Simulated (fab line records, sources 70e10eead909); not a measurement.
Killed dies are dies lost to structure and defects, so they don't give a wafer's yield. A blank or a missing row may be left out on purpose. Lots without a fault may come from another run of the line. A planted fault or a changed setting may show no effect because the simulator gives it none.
Problem report in the 8D (eight disciplines) form, filled by code | flow nand_harc | the parts of the form that need people (team, actions taken, sign-off) are left out

1. THE PROBLEM
time_to_endpoint_s at NHARC_A_M0_CMP_23 reads a mean of 9.6 s on 2 wafers of 2 lots; wafers without a fault read 27.5 s with a standard deviation of 2.7. That is -6.6 standard deviations from the usual mean.
The step: polishes, t overpolish 20 s, target thk 113.75 nm.
First seen on wafer L268.1, day 27 22:35, on cmp-03. The record holds 42 wafers of 14 lots with a number at this step. Rule for "out", or "out of limits": more than 4 standard deviations from the usual mean. The other wafers with a number count as sound.

2. WHAT IT IS AND WHAT IT IS NOT
question                    | is                 | is not
which readings at this step | time_to_endpoint_s | motor_current_A, retaining_ring_pressure_frac
which lots                  | L268, L269         | L258, L259, L261, L262, L263, L264, L267, L277, L278, L279, L280, L281
which wafers of those lots  | L268.1, L269.1     | L268.3, L268.6, L269.4, L269.6
read on which tools         | cmp-01, cmp-03     | cmp-02
when                        | from day 27 22:35  | up to then (23 sound wafers); but 17 sound wafers of L269, L277, L278, L279, L280, L281 came after

3. SUSPECTS, AND WHAT RULES EACH OUT
Counting: a tool at a process step up to the reading stays a suspect if it ran every lot that is out. Sound lots after the first of them don't rule it out here, since some wafers of a struck lot are sound.
- rie_diel-10 at NHARC_A_BLC_ETCH_18 (etches the open film in C4F8/O2/Ar, target depth 910 nm): kept. It ran every lot that is out, first L268 (day 27 19:03); its last sound lot up to then is L263 (day 25 03:14). NHARC_A_BLC_ETCH_18 gives no start for some lots, so the hours and the order of its lots are those of NHARC_A_BLC_CMP_25.
- cmp-01 at NHARC_A_BLC_CMP_25 (polishes, t overpolish 30 s, target thk 150 nm): kept. It ran every lot that is out, first L268 (day 27 19:03); its last sound lot up to then is L259 (day 23 01:53).
- ecd_cu-01 at NHARC_A_M0_ECD_22 (material Cu, target thk 400 nm): kept. It ran every lot that is out, first L268 (day 27 21:50); its last sound lot up to then is L267 (day 26 13:40).
Left after counting: rie_diel-10 at NHARC_A_BLC_ETCH_18, cmp-01 at NHARC_A_BLC_CMP_25, ecd_cu-01 at NHARC_A_M0_ECD_22.

4. THE CAUSE (what the simulator had put in)
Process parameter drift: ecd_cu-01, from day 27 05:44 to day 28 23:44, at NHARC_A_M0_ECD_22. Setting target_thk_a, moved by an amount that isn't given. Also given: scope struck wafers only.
Counting left 3 suspects, and this tool is among them.

5. THE CHAIN OF EFFECTS, in route order
Each row: a reading whose mean over the struck wafers that have a number lies more than 3 standard deviations from the usual. Only readings for which the record gives a usual standard deviation are gone through. hours: the time from each lot's start at the first step in this table that gives one to its start at this step, as a median over the lots. sigmas: the change in usual standard deviations.
hours | step              | reading            | usual  | on struck wafers | change | sigmas
0     | NHARC_A_M0_CMP_23 | time_to_endpoint_s | 27.5 s | 9.6              | -17.9  | -6.6
The process steps in it:
- NHARC_A_M0_CMP_23: polishes, t overpolish 20 s, target thk 113.75 nm.

6. WHAT WOULD HAVE CAUGHT IT SOONER
In this record the first reading out of limits was taken at day 27 22:35, 17 hours after the fault began at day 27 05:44.
Of the tool readings at NHARC_A_M0_ECD_22 for which the record gives a usual standard deviation, none was out on any struck wafer, so an alarm limit of 4 standard deviations on them would not have fired.
Of the lots that are out (2), L269 began NHARC_A_M0_ECD_22 on ecd_cu-01 after day 27 22:35. A hold on the tool at that time would have spared it.
